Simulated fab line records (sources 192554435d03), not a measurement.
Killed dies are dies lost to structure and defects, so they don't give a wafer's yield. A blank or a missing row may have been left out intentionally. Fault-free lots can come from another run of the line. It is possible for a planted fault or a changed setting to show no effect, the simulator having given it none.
fab line records	flow n5Finfet
[record] lots = 5	wafers = 15	lastDay = 16
route steps=1938 shown BEOL_M0_SAQP@686 BEOL_M0_CUTY@701 BEOL_M4@1111 PASSIVATION@1936
lots untouched by any fault: they come from a run of this same line in which no faults occurred
startH: the number of hours between the record's first day and the start of the first shown wafer of the lot	waitH: how many hours have passed since the lot's step before this one	" same as the row above	L1.1+2: a single row standing in for several wafers	- either no value or no given start	* or withheld: withheld	< > ~ a bound
route shown NAME@n: NAME is a module with steps in the file, n the number in the route of the first one	usual: mean/standard deviation of fault-free wafers	same: alike in all rows	chamber/n: place in a boat	sites: readings site by site	_std_site: standard deviation of those values	_edge_site: inner sites' mean taken away from outer sites' mean	radiusMm: for every site, how far away it sits from the centre of the wafer	mask NAME#n: copy n	behind: the most recent tool/chamber to have shaped the wafer	hold: cause of the lot's hold/its duration in hours/its outcome	device: which transistor (n, p or np) failed to switch	end of line: tests of these same wafers at the route's end	a step without rows: its recipe alone	killed: dies that structure and defects cost at the first sort, which is not the same as the wafer's yield	map: a wafer's dies, marking killed ones x, the rest . and places with no die _
set.NAME: the setting as run; set.NAME@STEP: as run at that earlier step	model.NAME: the simulator's own value behind a step, which no gauge read
lots at some steps of the route; a table a step, a row a wafer
services: the hour from which a tool's chamber was out of use, counted from the record's first day as startH (under 0 if before that day), plus the number of hours and why
[[steps]]
[step N5_BEOL_M0_SAQP_EXPOSE_37]
[recipe] maskId = M0_CUT1	na = 0.33	sourceShape = annular	sigmaInner = 0.35	sigmaOuter = 0.8	polarization = unpolarized	targetCdNm = 30	doseMj = 44.75
[step N5_BEOL_M0_SAQP_PEB_38]
[recipe] pebTempC = 100	pebTimeS = 60	resist = CAR-EUV
[step N5_BEOL_M0_SAQP_DEVELOP_39]
[recipe] developTimeS = 30	developer = TMAH	resist = CAR-EUV	rinseLiquid = surfactantRinse	dry = airSpin	devTempC = 23
[step N5_BEOL_M0_SAQP_DESCUM_45]
[recipe] chemistry = O2	timeS = 7	sourcePowerW = 50	biasPowerW = 20	pressureMtorr = 20	rfFrequencyHz = 2.712e+07	tempC = 40	resist = CAR-EUV	o2FlowSccm = 225
[step N5_BEOL_M0_SAQP_ETCH_88]
[recipe] chemistry = N2/H2	target = underlayer	targetDepthA = 65	timeS = 5.2	ionEnergyEv = 200	maskMaterial = CAR-EUV	pressureMtorr = 30	sourceW = 840	biasW = 150	n2FlowSccm = 200	h2FlowSccm = 200	ends = cleared
[step N5_BEOL_M0_SAQP_ETCH_73]
[recipe] chemistry = CF4	target = SiARC	targetDepthA = 195	maskMaterial = CAR-EUV	timeS = 32.5	ionEnergyEv = 80	pressureMtorr = 40	sourceW = 545	biasW = 36	Ar_flow_sccm = 100	cf4FlowSccm = 100	ends = cleared
[step N5_BEOL_M0_SAQP_CUT_ETCH_46]
[recipe] chemistry = N2/H2	target = SOC	targetDepthA = 1350	overetchA = 270	tempC = 40	timeS = 202.5	ionEnergyEv = 200	maskMaterial = SiARC	pressureMtorr = 30	sourceW = 840	biasW = 150	n2FlowSccm = 200	h2FlowSccm = 200
[step N5_BEOL_M0_SAQP_STRIP_74]
[recipe] chemistry = N2/H2	tempC = 40	n2FlowSccm = 200	h2FlowSccm = 200	rfFrequencyHz = 6e+07
[step N5_BEOL_M0_SAQP_STRIP_89]
[recipe] chemistry = N2/H2	tempC = 40	n2FlowSccm = 200	h2FlowSccm = 200	rfFrequencyHz = 6e+07
[step N5_BEOL_M0_SAQP_ALD_48]
[recipe] material = SiO2	targetThkA = 200	tempC = 100	aldPrecursorFamily = BDEAS	aldCoReactant = O2-plasma	pulseTimeS = 1	coReactantPulseTimeS = 1	purgeTimeS = 2	coReactantPurgeTimeS = 2	aldCycles = 139	pressureTorr = 2
[usual] heaterPowerOuterW = 40/5.2	heaterPowerW = 77/9.9	precursorPulseHeightRel = 0.997/0.019
lot.wafer	tool	chamber	startH	waitH	heaterPowerOuterW	heaterPowerW	precursorPulseHeightRel
L948.1	aldSin-04	2	185.16	1.8	46	89	1.006
L948.4	"	0	"	"	37	70	0.983
L948.5	"	3	"	"	39	73	1.014
L949.1	aldSin-04	1	192.12	0.0	38	71	1.012
L949.3	"	3	"	"	39	74	1.016
L949.6	"	0	"	"	36	71	1.008
L950.2	aldSin-04	2	196.99	1.1	46	92	1.016
L950.3	"	1	"	"	39	72	0.982
L950.4	"	3	"	"	38	75	0.991
L955.1	aldSin-04	3	218.39	0.0	40	73	0.977
L955.3	"	2	"	"	46	89	0.960
L955.6	"	3	"	"	39	73	0.985
L958.1	aldSin-02	2	243.62	0.2	38	75	0.986
L958.3	"	0	"	"	38	75	1.033
L958.6	"	2	"	"	38	73	0.969
[step N5_BEOL_M0_SAQP_ETCH_49]
[recipe] chemistry = CF4/O2	targetDepthA = 370	target = SiO2	pressureMtorr = 40	sourceW = 535	biasW = 49	Ar_flow_sccm = 100	cf4FlowSccm = 100	O2_flow_sccm = 10	ionEnergyEv = 100
[step N5_BEOL_M0_SAQP_STRIP_75]
[recipe] chemistry = CF4	resist = SiARC	powerW = 300	biasPowerW = 75	pressureMtorr = 50	cf4FlowSccm = 150	rfFrequencyHz = 6e+07
[step N5_BEOL_M0_CUTY_COAT_50]
[recipe] resist = SiARC	tempC = 220	timeS = 60	spinRpm = 1500	resistThkNm = 15
[step N5_BEOL_M0_CUTY_COAT_51]
[recipe] resist = CAR-ArF-block	spinRpm = 1500	resistThkNm = 150
[step N5_BEOL_M0_CUTY_EBR_52]
[recipe] solvent = PGMEA	ebrWidthMm = 1.5
[step N5_BEOL_M0_CUTY_SOFTBAKE_53]
[recipe] tempC = 110	timeS = 60	resist = CAR-ArF-block
[step N5_BEOL_M0_CUTY_EXPOSE_54]
[recipe] maskId = M0_ABLK	na = 1.35	sourceShape = conventional	sigmaOuter = 0.8	polarization = unpolarized	doseMj = 36
[step N5_BEOL_M0_CUTY_PEB_55]
[recipe] pebTempC = 110	pebTimeS = 60	resist = CAR-ArF-block
[step N5_BEOL_M0_CUTY_DEVELOP_56]
[recipe] developTimeS = 30	developer = TMAH	resist = CAR-ArF-block	rinseLiquid = diw	dry = airSpin	devTempC = 23
[step N5_BEOL_M0_CUTY_INSPECT_59]
[recipe] mode = adi	inspectInstrument = macro
[usual] rawDefectCount = 2.0/1.5
lot.wafer	tool	chamber	startH	waitH	rawDefectCount
L948.1	defectInspect-01	-	186.23	0.0	3
L948.4	"	-	"	"	0
L948.5	"	-	"	"	3
L949.1	defectInspect-01	-	193.22	0.0	>300
L949.3	"	-	"	"	>300
L949.6	"	-	"	"	>300
L950.2	defectInspect-02	-	198.06	0.0	>300
L950.3	"	-	"	"	>300
L950.4	"	-	"	"	>300
L955.1	defectInspect-02	-	219.46	0.0	>300
L955.3	"	-	"	"	>300
L955.6	"	-	"	"	>300
L958.1	defectInspect-01	-	244.69	0.0	1
L958.3	"	-	"	"	4
L958.6	"	-	"	"	1
[step N5_BEOL_M0_CUTY_DESCUM_61]
[recipe] chemistry = O2	timeS = 7.9	sourcePowerW = 50	biasPowerW = 20	pressureMtorr = 20	rfFrequencyHz = 2.712e+07	tempC = 40	resist = CAR-ArF-block	o2FlowSccm = 225
[step N5_BEOL_M4_RC_MEAS_101]
[usual] DIBL_N = 36.9/2.1	DIBL_P = 37.1/2.5	IOFF_N = 0.17/0.039	IOFF_P = 0.23/0.043	ION_N = 673/15	ION_P = 462/9.1	SS_N = 71.8/0.69	SS_P = 73.6/0.74	VT_N = 250/3.6	VT_P = -249.7/2.9
lot.wafer	tool	chamber	startH	waitH	DIBL_N[mV/V]	DIBL_P[mV/V]	IOFF_N[nA/um]	IOFF_P[nA/um]	ION_N[uA/um]	ION_P[uA/um]	SS_N[mV/dec]	SS_P[mV/dec]	VT_N[mV]	VT_P[mV]
L948.1	prober-01	0	241.76	0.0	37.3	37.2	0.17	0.24	664	458	72.1	73.9	249	-249.1
L948.4	"	0	"	"	36.7	35.8	0.16	0.23	668	461	71.4	73.7	253	-248.0
L948.5	"	0	"	"	34.3	33.6	0.13	0.18	650	452	71.6	73.0	256	-253.1
L949.1	prober-02	0	242.29	0.0	34.7	36.9	0.15	0.22	672	462	71.4	73.3	252	-248.3
L949.3	"	0	"	"	36.3	38.0	0.17	0.25	668	461	72.2	73.6	253	-250.1
L949.6	"	0	"	"	32.3	33.3	0.12	0.17	649	450	72.0	71.9	255	-253.8
L950.2	prober-01	0	251.01	0.2	37.1	36.0	0.14	0.19	666	459	71.9	73.2	257	-253.7
L950.3	"	0	"	"	38.0	38.7	0.16	0.25	665	465	72.0	74.2	252	-249.0
L950.4	"	0	"	"	36.7	35.0	0.14	0.18	677	461	71.5	72.9	252	-251.7
L955.1	prober-01	0	279.40	0.0	34.8	34.5	0.13	0.16	670	456	71.0	72.6	255	-254.5
L955.3	"	0	"	"	34.7	35.2	0.12	0.17	648	450	71.9	73.1	256	-254.4
L955.6	"	0	"	"	35.3	34.9	0.13	0.16	640	442	71.6	72.8	256	-255.4
L958.1	prober-01	0	299.41	0.0	34.9	35.0	0.15	0.21	673	461	71.7	73.4	250	-247.6
L958.3	"	0	"	"	37.7	37.8	0.22	0.28	680	468	72.5	74.2	245	-246.1
L958.6	"	0	"	"	35.2	35.1	0.17	0.23	676	471	71.3	73.2	247	-246.1
[step N5_PASSIVATION_PROBE_49]
[usual] defectLimitedYield = 91.3/1.4	killed_at_M0_to_M3 = 32/9.5	killed_at_M4_up = 14/5.2	killedAtContacts = 13/5.7	killedAtFrontEnd = 41/12	killedAtOther = 3.5/2.6	killedDies = 103/17	killedOnRim = 14/4	killedOpen = 68/14	killedShort = 32/7	sort_bin_5_function = 5.0/0.91	sort_bin_6_memory = 3.3/0.7	sort_bin_8_speed = 0.03/0.22	sortNPass = 1076/17	sortYieldPct = 91.2/1.4
[same] grossDies = 1180	killedAtBackSide = 0	sort_bin_4_leakage[%] = 0
lot.wafer	tool	chamber	startH	waitH	defectLimitedYield[%]	killed_at_M0_to_M3	killed_at_M4_up	killedAtContacts	killedAtFrontEnd	killedAtOther	killedDies	killedOnRim	killedOpen	killedShort	sort_bin_5_function[%]	sort_bin_6_memory[%]	sort_bin_8_speed[%]	sortNPass	sortYieldPct[%]
L949.1	prober-01	-	341.68	0.0	82.5	134	11	10	50	2	207	34	59	34	10.0	3.6	0	973	82.5
L949.3	prober-01	-	341.78	0.1	81.3	148	9	14	48	2	221	31	68	38	10.6	4.9	0	959	81.3
L949.6	prober-01	-	341.93	0.3	81.5	169	9	15	20	5	218	18	56	22	11.9	3.1	0	962	81.5
L948.1	prober-01	-	342.37	0.0	90.7	21	11	15	53	10	110	11	80	28	5.8	3.3	0	1070	90.7
L948.4	prober-01	-	342.52	0.2	90.4	22	8	13	61	9	113	17	71	37	5.2	3.6	0	1067	90.4
L948.5	prober-01	-	342.57	0.2	90.4	16	22	10	59	6	113	13	72	35	5.4	3.4	0	1067	90.4
L950.2	prober-01	-	355.56	0.1	87.5	87	9	15	36	1	148	34	61	39	6.6	3.8	0	1032	87.5
L950.3	prober-01	-	355.61	0.1	83.7	134	7	10	37	4	192	30	60	29	10.1	3.6	0	988	83.7
L950.4	prober-01	-	355.66	0.2	81.4	151	13	9	45	2	220	29	62	40	11.1	4.5	0	960	81.4
L955.1	prober-01	-	373.19	0.0	83.4	142	8	1	34	11	196	35	44	24	9.5	3.3	0	984	83.4
L955.3	prober-01	-	373.29	0.1	85.1	89	14	19	49	5	176	30	91	32	9.3	3.6	0	1004	85.1
L955.6	prober-01	-	373.44	0.3	83.6	139	11	8	31	5	194	27	44	27	9.5	3.1	0.17	984	83.4
// killed by level:class
L949.1 BEOL_M0_SAQP:unspecified=108 FIN_SAQP:geometricParticle:open=12 MOL_CONTACT_COAG:geometricParticle:open=9 BEOL_M0:geometricParticle:open=9 BEOL_M1:geometricParticle:open=8 FIN_SAQP:geometricParticle:short=8 GATE_CUT:geometricParticle:short=8 BEOL_M4:geometricParticle:open=6
L949.3 BEOL_M0_SAQP:unspecified=115 FIN_SAQP:geometricParticle:open=16 MOL_CONTACT_COAG:geometricParticle:open=11 BEOL_M1:geometricParticle:open=9 FIN_SAQP:geometricParticle:short=8 GATE_CUT:geometricParticle:short=7 BEOL_M0_SAQP:geometricParticle:open=5 STI_FIN_REVEAL:geometricParticle:open=4
L949.6 BEOL_M0_SAQP:unspecified=139 MOL_CONTACT_COAG:geometricParticle:open=15 BEOL_M2:geometricParticle:open=7 FIN_SAQP:geometricParticle:open=5 BEOL_M0_SAQP:geometricParticle:short=5 BEOL_M1:geometricParticle:open=5 GATE_CUT:geometricParticle:short=4 BEOL_M0:geometricParticle:open=3
L948.1 STI_FIN_REVEAL:geometricParticle:open=13 MOL_CONTACT_COAG:geometricParticle:open=13 FIN_SAQP:geometricParticle:open=10 FIN_SAQP:geometricParticle:short=6 BEOL_M0_SAQP:geometricParticle:open=5 BEOL_M4:geometricParticle:open=5 ILD0:geometricParticle:open=4 GATE_CUT:geometricParticle:short=4
L948.4 STI_FIN_REVEAL:geometricParticle:open=20 MOL_CONTACT_COAG:geometricParticle:open=10 FIN_SAQP:geometricParticle:open=9 STI_FIN_REVEAL:geometricParticle:short=7 BEOL_M2:geometricParticle:open=7 ILD0:geometricParticle:short=5 FIN_SAQP:geometricParticle:short=4 BEOL_M0:geometricParticle:open=4
L948.5 FIN_SAQP:geometricParticle:open=14 GATE_CUT:geometricParticle:short=10 BEOL_M4:geometricParticle:open=9 MOL_CONTACT_COAG:geometricParticle:open=8 STI_FIN_REVEAL:geometricParticle:open=7 FIN_SAQP:geometricParticle:short=6 HKMG_FIN:areaEtch=6 BEOL_M5:geometricParticle:open=4
L950.2 BEOL_M0_SAQP:unspecified=48 MOL_CONTACT_COAG:geometricParticle:open=9 STI_FIN_REVEAL:geometricParticle:open=9 BEOL_M2:geometricParticle:open=9 BEOL_M3:geometricParticle:short=7 BEOL_M3:geometricParticle:open=7 FIN_SAQP:geometricParticle:open=6 FIN_SAQP:geometricParticle:short=6
L950.3 BEOL_M0_SAQP:unspecified=103 STI_FIN_REVEAL:geometricParticle:open=10 MOL_CONTACT_COAG:geometricParticle:open=9 FIN_SAQP:geometricParticle:open=7 FIN_SAQP:geometricParticle:short=7 BEOL_M2:geometricParticle:open=7 BEOL_M1:geometricParticle:open=6 BEOL_M3:geometricParticle:open=5
L950.4 BEOL_M0_SAQP:unspecified=116 FIN_SAQP:geometricParticle:open=10 BEOL_M1:geometricParticle:open=9 BEOL_M2:geometricParticle:open=9 FIN_SAQP:geometricParticle:short=8 ILD0:geometricParticle:short=5 MOL_CONTACT_COAG:geometricParticle:open=5 DUMMY_GATE:geometricParticle:open=4
L955.1 BEOL_M0_SAQP:unspecified=119 STI_FIN_REVEAL:geometricParticle:open=8 HKMG_FIN:areaEtch=7 BEOL_M2:geometricParticle:open=5 MIM_TOP_ETCH:geometricParticle:short=5 FIN_SAQP:geometricParticle:open=4 BEOL_M0_SAQP:geometricParticle:short=4 BEOL_M1:geometricParticle:open=4
L955.3 BEOL_M0_SAQP:unspecified=51 FIN_SAQP:geometricParticle:open=16 MOL_CONTACT_COAG:geometricParticle:open=16 FIN_SAQP:geometricParticle:short=9 BEOL_M0_SAQP:geometricParticle:short=9 BEOL_M0_SAQP:geometricParticle:open=9 STI_FIN_REVEAL:geometricParticle:open=8 BEOL_M2:geometricParticle:open=8
L955.6 BEOL_M0_SAQP:unspecified=121 FIN_SAQP:geometricParticle:open=7 MOL_CONTACT_COAG:geometricParticle:open=7 BEOL_M1:geometricParticle:open=6 STI_FIN_REVEAL:geometricParticle:open=5 BEOL_M2:geometricParticle:open=5 FIN_SAQP:geometricParticle:short=4 GATE_CUT:geometricParticle:short=4
// map L949.3 (x killed, . not)
_________________............________________
______________....x....x...x...._____________
___________.......................x__________
__________..x....x.................._________
________....................x........._______
_______.x..............................______
______.x..x.........x..................._____
_____...................x..........x..x..____
____x.x.x..........x.............x........___
___...........x...x.......x................__
___....................x..x..xx.....x......__
__..x.x....x............xx.................x_
__...........x...............x............x._
_..x....x......x.........x...................
_x..x........x.................x...........x.
_.........x.......x..............x.........x.
_..x.....x.......................x...........
_..x....x.............x...x..................
_........x....x...x..........................
_..........x...x..........x....x.............
_x.................x.............x...........
__..........x.............x..x...........x.._
__...x..................x...xx.............._
___.............x..x.x.x.x......x.x.......x__
___......................x.xx...x....x.....__
____..x.............xx.xxxxxxxxx....x.....___
_____...x...x....x...xxxxxxxxxxxxxx......____
______....x.x..xx..x.xxxxxxxxxxxxx......_____
_______.x.........x.xxxxxxxxxxxxxxxx...______
________...x..x.x...x.xxxxxxxxxxxx.x.x_______
__________..........x.xxxxxxxxxxx.xx_________
___________.........xxxxxxxxxxxxxxx__________
______________.......xxxxxxxxxxx_____________
_________________..xxxxxxxxxx________________
// map L950.4 (x killed, . not)
_________________x...........________________
______________.......x.........._____________
___________...x.x..................__________
__________.....................x...._________
________.............x.....x.........._______
_______............x..................x______
______x.x.x............................._____
_____.................................x.x____
____..........x....x...........x..........___
___x.........x..............x.x....x...x...__
___.x...x.........x..................x.....__
__...x......................x......xx......._
__.x................x..x.x.x.......x.....x.x_
_.....x...................................x..
_.........x......x.....x.........xxx.........
_.............x...........x...x...x..........
_.x........................x................x
_.....................x.x.....x.....x........
_.......................x....................
_....x.......x........x..........x...........
_............x......x.......x......x.........
__................x.x....x...x.............._
__.....x....x...x............x..........x..._
___.................x...x....x.......x.....__
___................x......x..xx...x........__
____x.x...........xxxxxxxxxxxxxxx.........___
_____.....x...x...xx.xxxxxxxxxx.x........____
______..........x...xxxxxxxxxxxxx.x...x._____
_______......x...xxxxxxxxxxxxxxxxx.x.x.______
________...x......x..xxxxxxxxxxxxx..x._______
__________..........xxxxxxxxxxxxxx.x_________
___________.........xxxxxxxxxxxxxx.__________
______________.....xxxxxxxxxxxxx_____________
_________________.x..xxxxxxxx________________
[[services]]
tool	chamber	startH	hours	kind
aldSin-02	-	176.82	14.0	pm
aldSin-02	0	176.82	14.0	ventCycle
aldSin-02	1	176.82	14.0	ventCycle
aldSin-02	2	176.82	14.0	ventCycle
aldSin-02	3	176.82	14.0	ventCycle
aldSin-02	0	190.82	-	clean
aldSin-02	1	190.82	-	clean
aldSin-02	2	190.82	-	clean
aldSin-02	3	190.82	-	clean
aldSin-02	-	192.50	2.8	pm
[[key]]
[firstSign] step = N5_BEOL_M0_CUTY_INSPECT_59	reading = rawDefectCount	direction = up	sigmas = 99+	usual = 2.0	struck = >300
[effect] step = N5_PASSIVATION_PROBE_49	reading = killed_at_M0_to_M3	direction = up	sigmas = 11	usual = 32	struck = 133
[moreKillsBornAt] N5_BEOL_M0_SAQP_ALD_48@aldSin-04 = 919
metAt N5_BEOL_M0_SAQP_ALD_48
struckWafers L949.1,L949.3,L949.6,L950.2,L950.3,L950.4,L955.1,L955.3,L955.6
onsetBetween 185.16 192.12
[fault] kind = chamberParticleSource	tool = aldSin-04	chamber = -	onsetH = 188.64	steps = N5_BEOL_M0_SAQP_ALD_48	ratePerVisitCm2 = 1.494	endH = 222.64
